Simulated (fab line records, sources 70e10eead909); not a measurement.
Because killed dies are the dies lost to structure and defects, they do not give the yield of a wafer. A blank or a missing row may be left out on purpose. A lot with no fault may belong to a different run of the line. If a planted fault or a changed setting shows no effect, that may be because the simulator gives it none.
fab line records	flow nand-harc
record lots=12	wafers=36	last-day=33
route steps=1302 shown P_M0@268 P_M1@292 END@1302
lots that met no fault: taken from a fault-free run of the same line
start-h: the number of hours between the record's first day and the start of the first shown wafer of the lot	wait-h: hours since the lot's step before	" repeats the value in the row above	L1.1+2: several wafers, shown together as one row	- no value, or no start given	* or withheld: withheld	< > ~ a bound
route shown NAME@n: NAME is a module with steps in the file, n the number in the route of the first one	usual: the fault-free wafers' mean and standard deviation	same: alike in all rows	chamber/n: place in a boat	sites: per-site readings	_std_site: standard deviation of those values	_edge_site: mean of outer sites minus mean of inner sites	radius-mm: for every site, how far away it sits from the centre of the wafer	mask NAME#n: copy n	behind: tool/chamber where the wafer was last shaped	hold: what put the lot on hold/how long, in hours/how the hold closed	device: whichever transistor did not switch (one of n, p or np)	end of line: the same wafers' tests at the end of the route	a step with no rows: only its recipe	killed: dies lost to structure and defects at the first sort, not the wafer's yield	map: the dies of a wafer, with x for killed, . for not killed, _ for no die there
set.NAME: the setting as run; set.NAME@STEP: as run at that earlier step	model.NAME: the simulator's own value behind a step, which no gauge read
a sample of lots followed through the steps of the route, with each step as a table and each wafer as a row
services: the hour from which a tool's chamber was out of use, counted from the record's first day as start-h (under 0 if before that day), plus the number of hours and why
## steps
# step NHARC_P_M0_ETCH_15
# recipe target-depth-a=1500	overetch-a=150	time-s=82.5	c4f8-flow-sccm=withheld	ar-flow-sccm=400	rf-w=600	bias-w=300	chemistry=C4F8/Ar
# usual bias-w=300.0/0.91	oes-product-au=0.965/0.018	rf-vpp-V=439.6/2.9
lot.wafer	tool	chamber	start-h	wait-h	bias-w	oes-product-au	rf-hours-counter-h	rf-vpp-V
L753.1	rie-diel-05	2	-	-	299.6	0.977	15	436.9
L753.3	"	0	"	"	299.4	0.952	18	446.1
L753.5	"	3	"	"	301.9	0.975	-	438.6
L754.3	rie-diel-10	1	-	-	300.4	0.975	23	440.4
L754.1	"	2	"	"	297.9	0.977	25	441.2
L754.4	"	0	"	"	298.7	0.960	25	437.7
L755.4	rie-diel-10	1	-	-	299.8	0.986	27	440.8
L755.2	"	3	"	"	301.2	0.961	26	443.0
L755.3	"	0	"	"	300.3	0.986	29	435.6
L756.1	rie-diel-05	2	-	-	299.0	0.978	19	435.4
L756.4	"	1	"	"	299.9	0.968	22	437.4
L756.6	"	3	"	"	299.0	0.982	-	437.2
L757.4	rie-diel-05	3	-	-	301.9	0.976	23	437.7
L757.2	"	2	"	"	301.2	0.967	22	436.8
L757.6	"	3	"	"	300.5	0.966	-	437.1
L758.2	rie-diel-05	0	-	-	301.1	0.972	25	444.9
L758.3	"	3	"	"	300.0	0.992	24	439.1
L758.6	"	0	"	"	300.1	0.977	-	446.1
L759.2	rie-diel-06	0	-	-	299.0	0.966	19	442.2
L759.6	"	0	"	"	301.3	0.978	-	442.3
L759.5	"	1	"	"	299.1	0.975	-	438.3
L766.2	rie-diel-05	3	-	-	299.7	0.969	6	437.4
L766.3	"	1	"	"	300.3	0.961	5	438.3
L766.4	"	1	"	"	299.2	0.965	-	437.8
L769.3	rie-diel-05	3	-	-	299.3	0.980	9	437.5
L769.6	"	1	"	"	300.0	0.976	-	437.2
L769.5	"	2	"	"	300.1	0.959	-	435.3
L771.4	rie-diel-10	1	-	-	299.2	0.966	26	442.6
L771.5	"	0	"	"	299.5	0.990	-	434.1
L771.6	"	1	"	"	301.3	0.971	-	440.0
L772.3	rie-diel-05	2	-	-	300.8	0.970	16	436.7
L772.2	"	3	"	"	298.7	0.968	15	438.4
L772.1	"	1	"	"	299.1	0.976	13	438.6
L773.1	rie-diel-05	2	-	-	301.3	0.980	18	436.8
L773.2	"	3	"	"	299.9	0.968	16	437.7
L773.6	"	2	"	"	300.8	0.974	-	437.2
# step NHARC_P_M0_STRIP_18
# recipe power-w=1000	n2-flow-sccm=150	h2-flow-sccm=150	ar-flow-sccm=0	bias-w=0	chemistry=N2/H2
# usual drypump-motor-current-A=5.8/0.54	oes-product-au=1.005/0.0092	rf-vpp-V=90.3/1	showerhead-plenum-p-Torr=2.00/0.094	throttle-valve-pct=14.169/0.0091
# same bias-w=0
lot.wafer	tool	chamber	start-h	wait-h	drypump-motor-current-A	oes-product-au	rf-hours-counter-h	rf-vpp-V	showerhead-plenum-p-Torr	throttle-valve-pct
L753.1	rie-diel-06	1	146.08	0.1	6.0	1.011	1	90.5	1.95	14.166
L753.3	"	2	"	"	4.6	1.007	1	90.9	2.10	14.170
L753.5	"	1	"	"	6.0	1.009	-	89.2	1.95	14.175
L754.3	rie-diel-05	2	150.46	0.1	6.4	0.999	15	89.8	1.90	14.169
L754.1	"	1	"	"	5.9	1.004	19	89.8	1.92	14.160
L754.4	"	1	"	"	5.8	0.992	-	91.5	1.92	14.171
L755.4	rie-diel-06	3	162.69	0.1	5.4	1.012	5	90.5	2.03	14.154
L755.3	"	0	"	"	6.3	0.991	5	91.8	2.10	14.157
L755.2	"	2	"	"	4.6	1.004	4	91.7	2.10	14.176
L756.4	rie-diel-05	1	168.39	0.1	5.8	0.989	22	90.5	1.92	14.164
L756.1	"	3	"	"	5.4	1.011	19	90.1	1.95	14.167
L756.6	"	2	"	"	6.4	0.997	-	90.0	1.90	14.159
L757.2	rie-diel-05	3	181.28	0.1	5.4	1.025	23	90.7	1.95	14.177
L757.4	"	2	"	"	6.4	1.006	22	90.2	1.90	14.178
L757.6	"	3	"	"	5.4	1.016	-	90.7	1.95	14.161
L758.3	rie-diel-05	3	188.94	0.1	5.4	1.020	24	90.8	1.94	14.167
L758.2	"	0	"	"	6.1	0.999	25	91.3	2.18	14.161
L758.6	"	3	"	"	5.4	1.012	-	88.9	1.95	14.175
L759.2	rie-diel-06	0	203.40	0.1	6.4	0.986	19	91.4	2.10	14.177
L759.6	"	0	"	"	6.4	0.992	-	90.2	2.10	14.167
L759.5	"	1	"	"	6.0	0.995	-	89.5	1.95	14.170
L766.2	rie-diel-05	2	278.41	0.1	6.4	1.004	6	90.3	1.89	14.174
L766.3	"	3	"	"	5.4	1.004	6	90.4	1.94	14.172
L766.4	"	3	"	"	5.4	1.003	-	89.2	1.94	14.164
L769.3	rie-diel-10	2	299.68	0.1	5.9	1.001	21	91.3	2.13	14.163
L769.6	"	3	"	"	5.0	1.005	-	92.8	2.09	14.193
L769.5	"	0	"	"	5.6	1.010	-	91.2	1.91	14.175
L771.4	rie-diel-10	3	321.35	0.1	5.0	1.011	28	91.5	2.09	14.167
L771.5	"	3	"	"	5.0	1.009	-	90.9	2.09	14.162
L771.6	"	0	"	"	5.6	1.011	-	89.2	1.91	14.169
L772.1	rie-diel-06	2	331.17	0.1	4.6	1.015	3	90.2	2.08	14.162
L772.3	"	3	"	"	5.3	1.009	4	91.1	2.01	14.184
L772.2	"	0	"	"	6.4	1.021	4	90.4	2.08	14.162
L773.1	rie-diel-05	2	343.46	0.1	6.4	0.990	18	88.9	1.89	14.151
L773.2	"	1	"	"	5.9	0.990	15	89.7	1.91	14.165
L773.6	"	3	"	"	5.4	1.004	-	90.1	1.94	14.177
# step NHARC_P_M0_ANNEAL_30
# recipe temp-c=225	time-s=90
# usual anneal-temp-c=225.04/0.16	wafer_temp_C_max=226.0/0.52
lot.wafer	tool	chamber	start-h	wait-h	anneal-temp-c	wafer_temp_C_max
L753.1	rtp-anneal-01	0	147.33	-	225.10	225.4
L753.3	"	0	"	"	224.98	225.4
L753.5	"	0	"	"	225.05	225.5
L754.1	rtp-anneal-02	0	151.79	-	224.94	226.9
L754.3	"	0	"	"	224.95	225.8
L754.4	"	0	"	"	224.99	226.8
L755.2	rtp-anneal-02	0	164.03	0.4	224.91	226.4
L755.3	"	0	"	"	225.18	226.1
L755.4	"	0	"	"	225.02	226.4
L756.1	rtp-anneal-01	0	169.67	0.3	224.83	225.4
L756.4	"	0	"	"	224.82	225.7
L756.6	"	0	"	"	225.18	225.6
L757.2	rtp-anneal-02	0	182.67	-	224.90	226.3
L757.4	"	0	"	"	224.82	226.1
L757.6	"	0	"	"	225.03	226.6
L758.2	rtp-anneal-01	0	190.28	0.3	224.97	225.6
L758.3	"	0	"	"	224.92	225.6
L758.6	"	0	"	"	224.79	225.8
L759.2	rtp-anneal-02	0	204.74	0.4	225.19	226.8
L759.5	"	0	"	"	225.07	226.0
L759.6	"	0	"	"	225.24	226.7
L766.2	rtp-anneal-02	0	279.77	0.3	225.03	226.3
L766.3	"	0	"	"	224.81	226.4
L766.4	"	0	"	"	224.97	226.0
L769.3	rtp-anneal-02	0	300.99	0.3	224.92	227.0
L769.5	"	0	"	"	224.98	226.3
L769.6	"	0	"	"	224.65	226.8
L771.4	rtp-anneal-01	0	322.79	-	224.91	225.4
L771.5	"	0	"	"	225.00	225.8
L771.6	"	0	"	"	224.89	225.5
L772.1	rtp-anneal-01	0	332.52	-	224.95	225.5
L772.2	"	0	"	"	225.09	225.7
L772.3	"	0	"	"	225.07	225.3
L773.1	rtp-anneal-01	0	344.75	0.3	225.21	225.5
L773.2	"	0	"	"	225.17	225.5
L773.6	"	0	"	"	225.05	225.6
# step NHARC_P_M1_EXPOSE_06
# recipe na=1.35	target-cd-nm=130	dose-mj=81.88	mask-id=P_M1
# usual exposure-dose-mJ-cm2=81.90/0.087	stage-vel-mm-s=500.02/0.23
lot.wafer	tool	chamber	start-h	wait-h	mask	exposure-dose-mJ-cm2	stage-vel-mm-s
L753.1	arfi-scanner-01	0	149.30	-	P_M1#0	82.05	500.16
L753.3	"	0	"	"	P_M1#0	81.91	500.03
L753.5	"	0	"	"	P_M1#0	82.06	499.98
L754.1	arfi-scanner-02	0	154.01	-	P_M1#0	81.95	500.06
L754.3	"	0	"	"	P_M1#0	81.90	499.77
L754.4	"	0	"	"	P_M1#0	81.90	499.74
L755.2	arfi-scanner-02	0	165.92	-	P_M1#0	81.96	499.99
L755.3	"	0	"	"	P_M1#0	81.96	500.20
L755.4	"	0	"	"	P_M1#0	81.83	500.16
L756.1	arfi-scanner-03	0	171.74	-	P_M1#0	81.96	499.94
L756.4	"	0	"	"	P_M1#0	81.89	500.14
L756.6	"	0	"	"	P_M1#0	81.94	500.15
L757.2	arfi-scanner-02	0	184.68	-	P_M1#0	81.88	499.92
L757.4	"	0	"	"	P_M1#0	81.88	499.82
L757.6	"	0	"	"	P_M1#0	81.87	500.02
L758.2	arfi-scanner-01	0	192.29	-	P_M1#0	81.96	500.25
L758.3	"	0	"	"	P_M1#0	82.10	499.82
L758.6	"	0	"	"	P_M1#0	81.85	499.85
L759.2	arfi-scanner-02	0	206.78	-	P_M1#0	81.93	499.61
L759.5	"	0	"	"	P_M1#0	82.03	500.14
L759.6	"	0	"	"	P_M1#0	81.82	499.93
L766.2	arfi-scanner-01	0	282.41	-	P_M1#0	81.92	500.32
L766.3	"	0	"	"	P_M1#0	81.78	499.94
L766.4	"	0	"	"	P_M1#0	81.91	499.90
L769.3	arfi-scanner-01	0	302.84	-	P_M1#0	79.18	500.40
L769.5	"	0	"	"	P_M1#0	79.12	500.50
L769.6	"	0	"	"	P_M1#0	79.08	500.15
L771.4	arfi-scanner-02	0	324.71	-	P_M1#0	82.03	499.92
L771.5	"	0	"	"	P_M1#0	81.93	499.89
L771.6	"	0	"	"	P_M1#0	82.01	499.66
L772.1	arfi-scanner-02	0	334.54	-	P_M1#0	81.82	500.27
L772.2	"	0	"	"	P_M1#0	81.94	500.27
L772.3	"	0	"	"	P_M1#0	81.73	500.35
L773.1	arfi-scanner-02	0	346.72	-	P_M1#0	81.92	500.35
L773.2	"	0	"	"	P_M1#0	81.97	500.31
L773.6	"	0	"	"	P_M1#0	81.98	500.39
# step NHARC_END_SORT_01
# recipe temp-c=25
# usual defect-limited-yield=91.1/2.7	killed-at-array=55/19	killed-at-other=0.6/0.99	killed-at-periphery=4.2/2.6	killed-dies=60/18	killed-open=3.4/1.7	killed-short=2.3/1.5
# same gross-dies=677
lot.wafer	tool	chamber	start-h	wait-h	defect-limited-yield[%]	killed-at-array	killed-at-other	killed-at-periphery	killed-dies	killed-open	killed-short
L757.2	prober-01	0	624.22	2.8	90.4	61	0	4	65	2	4
L757.4	prober-01	0	625.82	3.4	90.5	55	1	8	64	5	3
L757.6	prober-01	0	627.43	4.0	91.9	55	0	0	55	1	1
L766.2	prober-01	0	705.42	2.8	92.8	46	1	2	49	3	2
L766.3	prober-01	0	706.22	3.1	94.7	35	0	1	36	0	1
L766.4	prober-01	0	707.02	3.4	92.2	48	0	5	53	4	3
# killed by level:class
L757.2 A_CHANNEL_HOLE_D1:chamber-film-flake=24 A_CHANNEL_HOLE_D2:chamber-film-flake=14 A_STAIRCASE:chamber-film-flake=7 A_CONTACT:chamber-film-flake=6 A_CHANNEL_FILL_D2:chamber-film-flake=3 P_GATE:chamber-film-flake=2 P_GATE:geometric-particle:open=1 A_DECK1_JOINT:geometric-particle:short=1
L757.4 A_CHANNEL_HOLE_D1:chamber-film-flake=28 A_CHANNEL_HOLE_D2:chamber-film-flake=7 A_STAIRCASE:chamber-film-flake=6 P_BONDPAD:chamber-film-flake=4 A_CONTACT:chamber-film-flake=3 A_ONON_D2:geometric-particle:short=2 A_SGD_CUT:chamber-film-flake=2 A_SLIT:chamber-film-flake=2
L757.6 A_CHANNEL_HOLE_D1:chamber-film-flake=31 A_CHANNEL_HOLE_D2:chamber-film-flake=12 A_STAIRCASE:chamber-film-flake=5 A_CONTACT:chamber-film-flake=3 A_ONON_D1:geometric-particle:short=1 A_M1:geometric-particle:open=1 A_CHANNEL_FILL_D2:chamber-film-flake=1 A_SGD_CUT:chamber-film-flake=1
L766.2 A_CHANNEL_HOLE_D2:chamber-film-flake=22 A_CHANNEL_HOLE_D1:chamber-film-flake=12 A_SLIT:chamber-film-flake=4 A_CHANNEL_FILL_D2:geometric-particle:open=2 A_BONDPAD:chamber-film-flake=2 P_M0:geometric-particle:open=1 A_DECK1_JOINT:geometric-particle:short=1 A_CHANNEL_FILL_D2:geometric-particle:short=1
L766.3 A_CHANNEL_HOLE_D2:chamber-film-flake=19 A_CHANNEL_HOLE_D1:chamber-film-flake=11 A_SLIT:chamber-film-flake=3 A_WL_FILL:geometric-particle:short=1 P_GATE:chamber-film-flake=1 A_BONDPAD:chamber-film-flake=1
L766.4 A_CHANNEL_HOLE_D2:chamber-film-flake=24 A_CHANNEL_HOLE_D1:chamber-film-flake=12 A_SLIT:chamber-film-flake=5 P_M0:geometric-particle:open=2 P_M0:geometric-particle:short=1 A_DECK1_JOINT:geometric-particle:short=1 A_BLC:geometric-particle:open=1 A_M0:geometric-particle:open=1
## services
tool	chamber	start-h	hours	kind
arfi-scanner-03	-	128.61	12.9	repair
rie-diel-06	-	132.56	9.0	pm
rie-diel-05	0	135.56	-	clean
rie-diel-05	1	135.56	-	clean
rie-diel-05	2	135.56	-	clean
arfi-scanner-02	-	140.00	4.0	pm
rie-diel-05	0	146.10	8.2	repair
rie-diel-10	1	174.13	8.7	repair
rie-diel-10	2	174.26	11.2	repair
rie-diel-06	-	177.41	0.1	repair
arfi-scanner-03	-	196.00	4.0	pm
rie-diel-05	0	205.14	4.6	repair
rie-diel-05	2	225.40	7.5	repair
rie-diel-05	-	229.65	9.0	pm
rie-diel-10	-	242.59	9.0	pm
arfi-scanner-01	-	252.00	4.0	pm
rie-diel-06	1	254.61	1.9	repair
rie-diel-06	-	257.75	7.9	repair
arfi-scanner-01	-	258.41	0.5	repair
rie-diel-05	0	277.79	22.8	repair
rie-diel-05	1	281.42	6.0	repair
rie-diel-06	-	309.56	9.0	pm
arfi-scanner-02	-	312.00	4.0	pm
rie-diel-06	1	330.56	3.3	repair
## key
first-sign step=NHARC_P_M1_EXPOSE_06	reading=exposure-dose-mJ-cm2	direction=down	sigmas=32	usual=81.90	struck=79.13
effect none on later readings
met-at NHARC_P_M1_EXPOSE_06
struck-lots L769
loop-trim step=NHARC_P_M1_EXPOSE_06	setting=dose	lots=L769
not-acting-at NHARC_P_M0_ETCH_15,NHARC_P_M0_STRIP_18,NHARC_P_M0_ANNEAL_30
onset-between 282.41 302.84
fault kind=process-parameter-drift	tool=arfi-scanner-01	chamber=-	onset-h=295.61	steps=NHARC_P_M1_EXPOSE_06	channel=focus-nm	offset=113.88	spread-by-wafer=0.3	shape=step	end-h=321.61
# loop-trim: a control loop set the setting to another value than it would have without faults
